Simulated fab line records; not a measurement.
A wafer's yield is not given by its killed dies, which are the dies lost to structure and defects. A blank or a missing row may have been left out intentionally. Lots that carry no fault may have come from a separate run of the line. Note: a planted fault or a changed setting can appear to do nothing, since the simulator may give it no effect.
Chamber matching + flow nand harc + NHARC_A_STAIRCASE_ETCH_169 on rie diel-11 has 4 sister chambers
The step etches the open film in CH3F/O2, target depth 50 nm, time 107.1 s. 4 wafers are shown with their chamber, then 9 later ones without.

## WAFERS WITH THEIR CHAMBER
| wafer  | chamber | drypump motor current A (A) |
|--------|---------|-----------------------------|
| L084.5 | 0       | 5.5                         |
| L088.5 | 2       | 6.4                         |
| L091.2 | 3       | 5.9                         |
| L091.5 | 1       | 5.9                         |

## WAFERS MISSING THEIR CHAMBER
| wafer  | drypump motor current A (A) |
|--------|-----------------------------|
| L093.1 | 5.9                         |
| L093.2 | 6.4                         |
| L093.5 | 6.4                         |
| L095.1 | 5.5                         |
| L095.2 | 5.9                         |
| L095.5 | 5.9                         |
| L096.3 | 5.5                         |
| L096.5 | 5.8                         |
| L096.6 | 5.5                         |

## WHICH CHAMBER EACH WENT THROUGH
| wafer  | from the rows above     | in truth |
|--------|-------------------------|----------|
| L093.1 | can't be placed: 1 or 3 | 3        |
| L093.2 | 2                       | 2        |
| L093.5 | 2                       | 2        |
| L095.1 | 0                       | 0        |
| L095.2 | can't be placed: 1 or 3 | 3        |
| L095.5 | can't be placed: 1 or 3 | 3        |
| L096.3 | 0                       | 0        |
| L096.5 | can't be placed: 1 or 3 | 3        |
| L096.6 | 0                       | 0        |
5 of 9 placed correctly. Unplaceable from these rows: 4, with the true chamber sitting among the candidates in 4. 0 placed wrongly.
How it was worked out, from the rows above alone: a wafer's distance from a chamber is the root of the sum, over the readings, of the square of ((its reading less the chamber's mean) divided by the reading's scatter). If the next closest chamber is less than 2 further off than the closest, the wafer can't be placed; otherwise it belongs to the closest. A chamber's mean is the mean of its shown wafers. The scatter (one wafer shown for each chamber): square how far every hidden wafer sits from the nearest shown wafer, average those squares and take the square root.
